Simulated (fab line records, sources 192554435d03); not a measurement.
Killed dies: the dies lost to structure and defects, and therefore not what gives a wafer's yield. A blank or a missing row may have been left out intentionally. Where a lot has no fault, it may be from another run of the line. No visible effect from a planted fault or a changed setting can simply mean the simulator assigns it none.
A sampling plan put to the test -- flow n5_finfet -- one fab line, 68 faults that these records tell of, each judged on the records of the lots that it struck; 2 more are left out, because the records don't allow judging them
What counts as the plan is the set of the line's own looks, namely the steps on the route at which a gauge or an inspection reads a wafer and does not change it. A look can be judged if struck wafers have a number there and the file gives its usual mean and standard deviation on fault-free wafers. Caught: at a look after the fault's first step, the mean of the struck wafers lies 4 or more of those standard deviations (sigma) from the usual mean. On the tool: the same test on the tool's own readings at the fault's steps. Another recipe on the struck wafers, or a record that is blank for them alone, also counts as caught.

== THE FAULTS, as the simulator had put them in ==
1. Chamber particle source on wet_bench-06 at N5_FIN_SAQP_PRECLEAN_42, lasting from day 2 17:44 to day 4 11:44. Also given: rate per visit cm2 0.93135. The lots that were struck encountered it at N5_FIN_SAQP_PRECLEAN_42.
2. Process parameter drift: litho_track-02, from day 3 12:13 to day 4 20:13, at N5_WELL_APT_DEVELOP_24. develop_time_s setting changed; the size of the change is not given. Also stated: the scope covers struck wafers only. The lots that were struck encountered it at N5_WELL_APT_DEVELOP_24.
3. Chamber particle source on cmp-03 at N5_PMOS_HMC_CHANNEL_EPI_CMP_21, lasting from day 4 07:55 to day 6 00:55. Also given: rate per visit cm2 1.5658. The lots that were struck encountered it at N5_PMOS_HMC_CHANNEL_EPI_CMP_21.
4. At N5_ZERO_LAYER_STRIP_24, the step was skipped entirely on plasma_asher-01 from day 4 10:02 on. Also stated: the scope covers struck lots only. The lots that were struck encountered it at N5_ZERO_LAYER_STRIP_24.
5. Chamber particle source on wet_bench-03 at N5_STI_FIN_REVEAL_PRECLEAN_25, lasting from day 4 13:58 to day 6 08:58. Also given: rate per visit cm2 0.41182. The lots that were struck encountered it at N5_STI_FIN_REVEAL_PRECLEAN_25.
6. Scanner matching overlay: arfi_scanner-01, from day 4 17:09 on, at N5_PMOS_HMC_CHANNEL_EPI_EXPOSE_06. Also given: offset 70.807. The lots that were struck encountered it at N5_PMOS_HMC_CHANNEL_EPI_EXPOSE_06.
7. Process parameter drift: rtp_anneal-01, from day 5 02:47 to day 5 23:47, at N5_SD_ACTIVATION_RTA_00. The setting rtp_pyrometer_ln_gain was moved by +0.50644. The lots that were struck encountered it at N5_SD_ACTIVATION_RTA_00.
8. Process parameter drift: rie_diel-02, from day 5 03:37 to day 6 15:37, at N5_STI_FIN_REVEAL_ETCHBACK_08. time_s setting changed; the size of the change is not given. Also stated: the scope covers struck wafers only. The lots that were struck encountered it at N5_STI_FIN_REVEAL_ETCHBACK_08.
9. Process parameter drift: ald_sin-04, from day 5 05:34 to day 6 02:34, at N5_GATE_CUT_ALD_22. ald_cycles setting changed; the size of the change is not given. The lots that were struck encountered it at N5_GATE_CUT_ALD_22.
10. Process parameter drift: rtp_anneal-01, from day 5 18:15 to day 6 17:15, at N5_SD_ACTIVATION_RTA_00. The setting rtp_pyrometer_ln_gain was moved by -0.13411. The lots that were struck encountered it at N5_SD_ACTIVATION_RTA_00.
11. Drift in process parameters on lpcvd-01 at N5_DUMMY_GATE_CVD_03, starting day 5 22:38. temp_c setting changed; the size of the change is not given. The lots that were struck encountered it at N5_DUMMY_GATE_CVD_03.
12. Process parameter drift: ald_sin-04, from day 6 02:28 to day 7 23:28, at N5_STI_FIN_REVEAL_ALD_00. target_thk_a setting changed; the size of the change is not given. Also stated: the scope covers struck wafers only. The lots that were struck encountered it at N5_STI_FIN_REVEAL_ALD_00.
13. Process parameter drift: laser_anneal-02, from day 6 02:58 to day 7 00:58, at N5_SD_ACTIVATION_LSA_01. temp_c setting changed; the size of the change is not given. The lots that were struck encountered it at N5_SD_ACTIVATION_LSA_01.
14. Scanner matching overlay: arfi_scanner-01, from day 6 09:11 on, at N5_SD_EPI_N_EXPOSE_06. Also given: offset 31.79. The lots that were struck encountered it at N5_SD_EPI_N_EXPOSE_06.
15. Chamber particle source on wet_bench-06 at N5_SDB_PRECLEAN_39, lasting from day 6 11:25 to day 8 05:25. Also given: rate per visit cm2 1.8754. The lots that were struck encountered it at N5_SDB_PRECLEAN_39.
16. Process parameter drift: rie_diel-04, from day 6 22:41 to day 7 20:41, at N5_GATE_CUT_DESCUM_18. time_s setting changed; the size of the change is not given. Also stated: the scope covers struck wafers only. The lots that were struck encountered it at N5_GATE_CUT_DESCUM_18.
17. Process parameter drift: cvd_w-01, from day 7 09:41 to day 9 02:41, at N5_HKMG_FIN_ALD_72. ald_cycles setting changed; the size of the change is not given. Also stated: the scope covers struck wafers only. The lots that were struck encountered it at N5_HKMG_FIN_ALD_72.
18. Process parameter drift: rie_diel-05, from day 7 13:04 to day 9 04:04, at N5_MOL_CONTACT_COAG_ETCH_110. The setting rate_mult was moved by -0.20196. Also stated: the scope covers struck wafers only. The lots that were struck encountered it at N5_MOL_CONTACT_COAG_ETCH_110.
19. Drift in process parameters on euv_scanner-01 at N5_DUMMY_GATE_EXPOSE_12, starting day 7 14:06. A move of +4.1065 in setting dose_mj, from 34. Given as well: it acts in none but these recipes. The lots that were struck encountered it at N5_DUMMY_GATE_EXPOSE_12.
20. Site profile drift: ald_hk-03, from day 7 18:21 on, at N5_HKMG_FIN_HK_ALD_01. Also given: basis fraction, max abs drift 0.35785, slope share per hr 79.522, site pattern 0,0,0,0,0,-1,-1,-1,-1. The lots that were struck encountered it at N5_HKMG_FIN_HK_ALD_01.
21. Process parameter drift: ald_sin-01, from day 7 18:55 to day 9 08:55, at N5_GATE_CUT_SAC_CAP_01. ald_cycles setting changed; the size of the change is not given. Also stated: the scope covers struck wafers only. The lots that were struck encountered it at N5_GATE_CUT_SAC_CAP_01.
22. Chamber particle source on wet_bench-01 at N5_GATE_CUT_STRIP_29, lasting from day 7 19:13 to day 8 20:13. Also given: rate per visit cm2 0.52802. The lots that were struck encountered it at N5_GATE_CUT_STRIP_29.
23. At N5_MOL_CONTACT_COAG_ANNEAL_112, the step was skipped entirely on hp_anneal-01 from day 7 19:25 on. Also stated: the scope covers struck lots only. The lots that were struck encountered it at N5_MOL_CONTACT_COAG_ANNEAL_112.
24. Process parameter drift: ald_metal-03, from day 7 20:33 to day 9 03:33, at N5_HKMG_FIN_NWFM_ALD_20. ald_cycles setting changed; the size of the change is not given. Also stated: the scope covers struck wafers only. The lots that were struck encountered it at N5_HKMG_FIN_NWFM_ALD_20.
25. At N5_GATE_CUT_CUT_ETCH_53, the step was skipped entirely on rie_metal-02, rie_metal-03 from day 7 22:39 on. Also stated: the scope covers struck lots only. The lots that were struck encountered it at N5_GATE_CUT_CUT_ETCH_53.
26. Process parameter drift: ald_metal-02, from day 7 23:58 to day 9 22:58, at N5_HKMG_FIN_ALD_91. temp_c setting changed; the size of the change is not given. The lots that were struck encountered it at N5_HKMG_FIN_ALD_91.
27. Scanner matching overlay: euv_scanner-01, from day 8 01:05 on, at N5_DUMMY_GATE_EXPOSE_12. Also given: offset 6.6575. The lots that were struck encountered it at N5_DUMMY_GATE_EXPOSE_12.
28. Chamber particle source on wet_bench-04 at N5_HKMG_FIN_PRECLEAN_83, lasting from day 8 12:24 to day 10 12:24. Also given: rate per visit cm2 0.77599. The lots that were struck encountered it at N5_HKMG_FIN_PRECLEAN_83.
29. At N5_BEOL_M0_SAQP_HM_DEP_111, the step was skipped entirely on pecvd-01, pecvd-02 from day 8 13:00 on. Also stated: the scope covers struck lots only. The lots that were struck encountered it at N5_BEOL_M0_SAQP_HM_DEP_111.
30. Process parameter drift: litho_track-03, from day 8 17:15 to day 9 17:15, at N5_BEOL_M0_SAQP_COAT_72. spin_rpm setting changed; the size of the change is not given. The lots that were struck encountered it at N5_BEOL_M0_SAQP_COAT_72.
31. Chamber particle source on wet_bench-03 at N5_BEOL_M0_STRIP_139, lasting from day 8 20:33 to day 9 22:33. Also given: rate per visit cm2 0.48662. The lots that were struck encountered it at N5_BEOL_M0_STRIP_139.
32. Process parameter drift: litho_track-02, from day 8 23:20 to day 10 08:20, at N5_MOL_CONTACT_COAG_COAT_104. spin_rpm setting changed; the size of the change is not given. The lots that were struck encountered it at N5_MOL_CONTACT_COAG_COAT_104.
33. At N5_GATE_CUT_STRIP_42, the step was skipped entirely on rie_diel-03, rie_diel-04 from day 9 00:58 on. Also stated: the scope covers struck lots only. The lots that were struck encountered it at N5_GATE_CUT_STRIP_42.
34. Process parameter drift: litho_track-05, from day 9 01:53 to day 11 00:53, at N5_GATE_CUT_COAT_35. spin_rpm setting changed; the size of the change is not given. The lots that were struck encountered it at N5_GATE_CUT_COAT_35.
35. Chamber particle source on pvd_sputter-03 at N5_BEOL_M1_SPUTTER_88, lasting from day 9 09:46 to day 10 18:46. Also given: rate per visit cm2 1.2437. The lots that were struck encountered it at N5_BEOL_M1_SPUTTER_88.
36. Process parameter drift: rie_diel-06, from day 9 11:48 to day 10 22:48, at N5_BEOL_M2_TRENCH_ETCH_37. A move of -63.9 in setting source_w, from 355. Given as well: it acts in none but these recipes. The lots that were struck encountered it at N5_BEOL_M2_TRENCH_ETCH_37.
37. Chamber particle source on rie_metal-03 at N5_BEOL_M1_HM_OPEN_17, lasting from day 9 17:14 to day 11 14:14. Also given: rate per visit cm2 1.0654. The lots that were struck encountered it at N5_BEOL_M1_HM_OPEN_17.
38. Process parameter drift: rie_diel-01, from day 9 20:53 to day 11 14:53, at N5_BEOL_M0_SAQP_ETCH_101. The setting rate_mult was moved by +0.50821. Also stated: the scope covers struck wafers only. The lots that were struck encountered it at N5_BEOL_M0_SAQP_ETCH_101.
39. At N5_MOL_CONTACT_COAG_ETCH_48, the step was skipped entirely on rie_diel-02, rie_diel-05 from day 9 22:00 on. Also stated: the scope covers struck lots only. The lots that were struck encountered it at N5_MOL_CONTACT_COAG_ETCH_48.
40. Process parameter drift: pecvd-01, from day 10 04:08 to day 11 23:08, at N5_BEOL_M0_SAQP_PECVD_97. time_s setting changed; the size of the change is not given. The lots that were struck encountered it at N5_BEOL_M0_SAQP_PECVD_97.
41. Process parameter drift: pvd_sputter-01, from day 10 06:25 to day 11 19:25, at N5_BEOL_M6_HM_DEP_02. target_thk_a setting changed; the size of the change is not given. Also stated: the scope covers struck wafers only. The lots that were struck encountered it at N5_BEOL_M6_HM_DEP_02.
42. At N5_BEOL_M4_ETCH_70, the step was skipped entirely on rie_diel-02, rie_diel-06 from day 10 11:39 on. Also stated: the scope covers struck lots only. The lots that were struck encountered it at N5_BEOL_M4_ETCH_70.
43. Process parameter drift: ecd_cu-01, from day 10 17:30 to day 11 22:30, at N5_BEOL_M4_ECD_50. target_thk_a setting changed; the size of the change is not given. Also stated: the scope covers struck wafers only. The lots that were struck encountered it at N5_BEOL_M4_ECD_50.
44. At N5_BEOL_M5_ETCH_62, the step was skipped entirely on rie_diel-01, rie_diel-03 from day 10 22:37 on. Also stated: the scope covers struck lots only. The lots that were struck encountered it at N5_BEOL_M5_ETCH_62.
45. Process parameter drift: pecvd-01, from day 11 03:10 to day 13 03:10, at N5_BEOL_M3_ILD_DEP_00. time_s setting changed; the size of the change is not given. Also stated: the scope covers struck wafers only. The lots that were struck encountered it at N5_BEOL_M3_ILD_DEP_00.
46. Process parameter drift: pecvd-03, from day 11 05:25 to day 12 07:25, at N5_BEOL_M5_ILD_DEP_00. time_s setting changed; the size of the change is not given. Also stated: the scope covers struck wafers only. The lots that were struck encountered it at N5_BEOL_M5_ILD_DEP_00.
47. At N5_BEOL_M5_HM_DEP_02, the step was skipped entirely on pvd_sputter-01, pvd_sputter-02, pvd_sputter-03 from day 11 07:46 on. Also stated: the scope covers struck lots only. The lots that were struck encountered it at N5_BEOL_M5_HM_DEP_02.
48. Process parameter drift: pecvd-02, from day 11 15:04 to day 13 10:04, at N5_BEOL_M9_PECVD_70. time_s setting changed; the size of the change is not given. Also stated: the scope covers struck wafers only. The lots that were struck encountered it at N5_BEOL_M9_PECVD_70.
49. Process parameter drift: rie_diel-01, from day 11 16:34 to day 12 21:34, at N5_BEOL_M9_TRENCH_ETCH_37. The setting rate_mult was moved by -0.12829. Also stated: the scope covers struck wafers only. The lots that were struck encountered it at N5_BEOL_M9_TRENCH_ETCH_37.
50. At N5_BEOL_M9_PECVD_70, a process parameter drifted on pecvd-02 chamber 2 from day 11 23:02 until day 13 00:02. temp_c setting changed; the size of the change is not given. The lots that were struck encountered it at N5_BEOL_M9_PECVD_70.
51. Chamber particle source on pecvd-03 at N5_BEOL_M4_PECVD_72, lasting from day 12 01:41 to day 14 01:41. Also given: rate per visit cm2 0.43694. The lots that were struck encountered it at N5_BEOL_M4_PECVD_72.
52. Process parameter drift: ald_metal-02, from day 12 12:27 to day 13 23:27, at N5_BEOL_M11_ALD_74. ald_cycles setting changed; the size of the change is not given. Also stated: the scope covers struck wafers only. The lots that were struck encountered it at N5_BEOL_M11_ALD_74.
53. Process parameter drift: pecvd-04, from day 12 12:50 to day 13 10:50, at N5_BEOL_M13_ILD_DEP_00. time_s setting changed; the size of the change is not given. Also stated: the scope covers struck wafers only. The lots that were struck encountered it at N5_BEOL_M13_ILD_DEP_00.
54. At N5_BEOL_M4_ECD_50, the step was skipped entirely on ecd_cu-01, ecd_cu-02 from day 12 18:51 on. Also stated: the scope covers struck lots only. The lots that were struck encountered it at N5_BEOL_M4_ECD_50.
55. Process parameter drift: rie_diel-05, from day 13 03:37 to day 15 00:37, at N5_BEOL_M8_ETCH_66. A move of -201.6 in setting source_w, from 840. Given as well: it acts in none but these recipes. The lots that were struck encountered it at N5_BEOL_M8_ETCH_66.
56. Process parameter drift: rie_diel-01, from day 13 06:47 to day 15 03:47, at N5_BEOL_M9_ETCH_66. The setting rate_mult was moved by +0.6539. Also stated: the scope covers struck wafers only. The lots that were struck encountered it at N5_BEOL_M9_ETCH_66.
57. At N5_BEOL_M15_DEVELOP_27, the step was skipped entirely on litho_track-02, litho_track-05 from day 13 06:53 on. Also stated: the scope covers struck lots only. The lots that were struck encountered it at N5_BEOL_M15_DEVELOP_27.
58. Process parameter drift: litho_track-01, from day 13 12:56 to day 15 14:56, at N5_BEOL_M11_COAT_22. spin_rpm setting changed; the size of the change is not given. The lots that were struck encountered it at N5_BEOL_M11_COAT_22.
59. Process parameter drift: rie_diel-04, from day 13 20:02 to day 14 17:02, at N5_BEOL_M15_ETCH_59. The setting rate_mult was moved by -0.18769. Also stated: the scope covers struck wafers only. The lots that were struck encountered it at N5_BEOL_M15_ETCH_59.
60. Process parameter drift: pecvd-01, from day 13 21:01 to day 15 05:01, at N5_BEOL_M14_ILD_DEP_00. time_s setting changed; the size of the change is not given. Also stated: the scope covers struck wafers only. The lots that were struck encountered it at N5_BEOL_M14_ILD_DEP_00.
61. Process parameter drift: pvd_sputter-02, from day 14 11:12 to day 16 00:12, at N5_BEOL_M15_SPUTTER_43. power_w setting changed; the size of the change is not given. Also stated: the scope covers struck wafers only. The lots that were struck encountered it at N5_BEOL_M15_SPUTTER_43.
62. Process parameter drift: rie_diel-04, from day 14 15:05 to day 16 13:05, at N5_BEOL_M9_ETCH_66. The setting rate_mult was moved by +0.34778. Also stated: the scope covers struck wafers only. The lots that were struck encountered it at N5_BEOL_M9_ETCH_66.
63. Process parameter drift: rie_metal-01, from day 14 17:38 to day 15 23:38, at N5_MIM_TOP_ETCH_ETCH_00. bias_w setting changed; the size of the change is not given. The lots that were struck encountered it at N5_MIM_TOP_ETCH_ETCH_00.
64. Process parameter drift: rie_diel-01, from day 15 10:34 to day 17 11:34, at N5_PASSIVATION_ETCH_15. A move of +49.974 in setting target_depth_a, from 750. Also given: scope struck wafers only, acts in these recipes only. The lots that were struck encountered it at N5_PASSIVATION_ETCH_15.
65. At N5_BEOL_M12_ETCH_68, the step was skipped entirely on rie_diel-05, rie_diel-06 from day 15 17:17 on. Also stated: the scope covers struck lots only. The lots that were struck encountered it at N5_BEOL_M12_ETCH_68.
66. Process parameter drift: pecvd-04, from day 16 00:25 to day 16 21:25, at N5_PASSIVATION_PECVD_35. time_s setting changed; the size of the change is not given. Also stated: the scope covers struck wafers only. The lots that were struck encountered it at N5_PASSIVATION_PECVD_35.
67. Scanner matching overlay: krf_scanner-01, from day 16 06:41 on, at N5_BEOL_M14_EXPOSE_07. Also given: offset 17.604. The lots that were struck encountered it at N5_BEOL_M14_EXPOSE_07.
68. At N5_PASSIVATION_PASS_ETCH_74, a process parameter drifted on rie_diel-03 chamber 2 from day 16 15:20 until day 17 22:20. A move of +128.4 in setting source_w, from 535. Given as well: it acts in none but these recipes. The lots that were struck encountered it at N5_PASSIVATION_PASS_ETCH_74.

== WHAT THE PLAN SAW ==
fault,on the tool itself,first look that catches it,"reading, sigma",median hours from its first step to that look,hours from the fault's start to the first struck lot there,judged looks passed uncaught
1,no reading that can be judged,N5_FIN_SAQP_INSPECT_18,raw_defect_count +4.8,1.3,11,0
2,no reading that can be judged,not the one look that can be judged after it,-,-,-,1
3,under 2 sigma,N5_PMOS_HMC_CHANNEL_EPI_INSPECT_30,raw_defect_count +99 or beyond,0.8,13,0
4,no reading that can be judged,not the one look that can be judged after it,-,-,-,1
5,no reading that can be judged,N5_STI_FIN_REVEAL_INSPECT_13,raw_defect_count +57,2.9,6,0
6,no reading that can be judged,N5_PMOS_HMC_CHANNEL_EPI_OVL_MEAS_10,PMOS_HMC_BLK_OVL +99 or beyond,0.2,6,1
7,lamp_zone_2_pct -40 sigma,N5_BEOL_M4_RC_MEAS_101,REXT_N +19,111.1,115,1
8,under 2 sigma,N5_BEOL_M4_RC_MEAS_101,SS_N +4.1,144.8,158,1
9,under 2 sigma,not the one look that can be judged after it,-,-,-,1
10,lamp_zone_2_pct +12 sigma,N5_BEOL_M4_RC_MEAS_101,REXT_N -5.5,112.8,115,0
11,susceptor_temp_C +48 sigma,not the one look that can be judged after it,-,-,-,1
12,under 2 sigma,not the one look that can be judged after it,-,-,-,1
13,wafer_temp_C_max -5.0 sigma,none of the 2 looks that can be judged after it,"strongest: RS_SD_N at N5_SD_ACTIVATION_RS_MEAS_03, +3.3",-,-,2
14,no reading that can be judged,N5_SD_EPI_N_OVL_MEAS_10,SD_N_BLK_OVL +39,0.2,3,0
15,no reading that can be judged,no look after it can be judged,-,-,-,0
16,only faintly: throttle_valve_pct -2.0 sigma,not the one look that can be judged after it,-,-,-,1
17,under 2 sigma,not the one look that can be judged after it,-,-,-,1
18,under 2 sigma,not the one look that can be judged after it,-,-,-,1
19,exposure_dose_mJ_cm2 +10 sigma,N5_DUMMY_GATE_CD_MEAS_15,cd_nm -5.4,0.1,9,0
20,under 2 sigma,N5_HKMG_FIN_THK_MEAS_70,HK_THK -14,3.7,7,1
21,under 2 sigma,N5_MOL_CONTACT_COAG_THK_MEAS_29,MD_CAP_THK +88,17.6,23,0
22,no reading that can be judged,no look after it can be judged,-,-,-,0
23,the tool's record is blank for the struck wafers,N5_BEOL_M4_RC_MEAS_101,VT_P_LONG -13,67.4,71,0
24,under 2 sigma,N5_BEOL_M4_RC_MEAS_101,IOFF_N_LONG +18,106.7,110,0
25,the tool's record is blank for the struck wafers,not the one look that can be judged after it,"strongest: GC_FILL_THK at N5_GATE_CUT_THK_MEAS_24, +2.9",-,-,1
26,susceptor_temp_C +99 or beyond sigma,N5_BEOL_M4_RC_MEAS_101,VT_N_LONG +9.8,99.8,106,0
27,under 2 sigma,N5_DUMMY_GATE_OVL_MEAS_16,GATE_OVL +10,0.2,3,0
28,no reading that can be judged,not the one look that can be judged after it,-,-,-,1
29,the tool's record is blank for the struck wafers,no look after it can be judged,-,-,-,0
30,spin_speed_rpm -99 or beyond sigma,not the one look that can be judged after it,-,-,-,1
31,no reading that can be judged,none of the 2 looks that can be judged after it,-,-,-,2
32,spin_speed_rpm -47 sigma,not the one look that can be judged after it,-,-,-,1
33,no reading that can be judged,not the one look that can be judged after it,-,-,-,1
34,spin_speed_rpm -88 sigma,not the one look that can be judged after it,-,-,-,1
35,under 2 sigma,no look after it can be judged,-,-,-,0
36,rf_fwd_power_W -45 sigma,none of the 2 looks that can be judged after it,"strongest: trench_depth_nm at N5_BEOL_M2_OCD_MEAS_38, -2.6",-,-,2
37,under 2 sigma,none of the 2 looks that can be judged after it,"strongest: raw_defect_count at N5_BEOL_M1_INSPECT_30, +3.7",-,-,2
38,only faintly: oes_product_au +3.8 sigma,not the one look that can be judged after it,-,-,-,1
39,the tool's record is blank for the struck wafers,no look after it can be judged,-,-,-,0
40,under 2 sigma,not the one look that can be judged after it,-,-,-,1
41,under 2 sigma,no look after it can be judged,-,-,-,0
42,the tool's record is blank for the struck wafers,no look after it can be judged,-,-,-,0
43,no reading that can be judged,not the one look that can be judged after it,-,-,-,1
44,the tool's record is blank for the struck wafers,no look after it can be judged,-,-,-,0
45,under 2 sigma,N5_BEOL_M3_THK_MEAS_01,M3_ILD_THK -32,0.1,4,0
46,under 2 sigma,N5_BEOL_M5_THK_MEAS_01,M5_ILD_THK +6.7,0.6,10,0
47,the tool's record is blank for the struck wafers,no look after it can be judged,-,-,-,0
48,under 2 sigma,no look after it can be judged,-,-,-,0
49,under 2 sigma,N5_BEOL_M9_OCD_MEAS_38,trench_depth_nm -5.9,0.2,2,0
50,susceptor_temp_C -29 sigma,no look after it can be judged,-,-,-,0
51,under 2 sigma,no look after it can be judged,-,-,-,0
52,under 2 sigma,N5_BEOL_M15_RC_MEAS_101,COMB_M11 +20,28.0,32,0
53,run_length_s +9.6 sigma,no look after it can be judged,-,-,-,0
54,no reading that can be judged,no look after it can be judged,-,-,-,0
55,rf_fwd_power_W -74 sigma,no look after it can be judged,-,-,-,0
56,under 2 sigma,no look after it can be judged,-,-,-,0
57,no reading that can be judged,no look after it can be judged,-,-,-,0
58,spin_speed_rpm +48 sigma,none of the 3 looks that can be judged after it,-,-,-,3
59,under 2 sigma,no look after it can be judged,-,-,-,0
60,run_length_s +60 sigma,N5_BEOL_M14_THK_MEAS_01,M14_ILD_THK +9.4,0.2,2,0
61,cathode_dc_power_W -99 or beyond sigma,no look after it can be judged,-,-,-,0
62,under 2 sigma,no look after it can be judged,-,-,-,0
63,bias_w +31 sigma,no look after it can be judged,-,-,-,0
64,under 2 sigma,no look after it can be judged,-,-,-,0
65,the tool's record is blank for the struck wafers,no look after it can be judged,-,-,-,0
66,run_length_s -52 sigma,none of the 3 looks that can be judged after it,-,-,-,3
67,under 2 sigma,not the one look that can be judged after it,"strongest: V13_OVL at N5_BEOL_M14_OVL_MEAS_11, +3.7",-,-,1
68,rf_fwd_power_W +80 sigma,no look after it can be judged,-,-,-,0
A dash: this means the fault isn't caught or the number doesn't appear in these records.

Caught at a look: 20 of 68. Caught on the tool: 27 of 68. By one or the other: 41 of 68.
Faults caught by the tool alone: 11, 13, 25, 29, 30, 32, 34, 36, 39, 42, 44, 47, 50, 53, 55, 58, 61, 63, 65, 66, 68.
Caught at a look alone: faults 1, 3, 5, 6, 8, 14, 20, 21, 24, 27, 45, 46, 49, 52.
Caught by neither: faults 2, 4, 9, 12, 15, 16, 17, 18, 22, 28, 31, 33, 35, 37, 38, 40, 41, 43, 48, 51, 54, 56, 57, 59, 62, 64, 67.

== THINNER SAMPLING ==
If the look that catches a fault measured only every second or every third lot, by lot number, the first struck lot would be measured this late in the worst case:
fault,"struck lots at that look, in order of time",every lot,every second lot,every third lot
1,"L494, L495",11 h,17 h,may miss all 2
3,"L998, L100",13 h,may miss all 2,may miss all 2
5,"L344, L346",6 h,may miss all 2,may miss all 2
6,"L954, L960",6 h,may miss all 2,may miss all 2
7,"L466, L468, L467",115 h,134 h,134 h
8,L253,158 h,may miss it,may miss it
10,"L138, L139",115 h,120 h,may miss all 2
14,"L774, L776",3 h,may miss all 2,may miss all 2
19,"L441, L442, L444",9 h,14 h,may miss all 3
20,"L204, L205",7 h,22 h,may miss all 2
21,"L792, L795",23 h,44 h,may miss all 2
23,"L334, L333",71 h,71 h,may miss all 2
24,"L287, L286",110 h,113 h,may miss all 2
26,"L639, L640",106 h,115 h,may miss all 2
27,"L399, L401",3 h,may miss all 2,may miss all 2
45,"L249, L253",4 h,may miss all 2,may miss all 2
46,"L543, L545",10 h,may miss all 2,may miss all 2
49,"L396, L398",2 h,may miss all 2,may miss all 2
52,"L432, L435, L436",32 h,45 h,may miss all 3
60,"L347, L351",2 h,may miss all 2,may miss all 2
Hours are from the fault's start to the first struck lot that is measured. The limit of 4 sigma was tested on all struck wafers together, so one lot alone may lie under it. Other struck lots may not be in these records.

== THE LONGEST TIMED WAY FROM STEP TO LOOK ==
For fault 8, N5_STI_FIN_REVEAL_ETCHBACK_08 and N5_BEOL_M4_RC_MEAS_101 are separated by a median of 144.8 hours. The look between them that can be judged stayed within 4 sigma: N5_STI_FIN_REVEAL_FIN_H_MEAS_10.
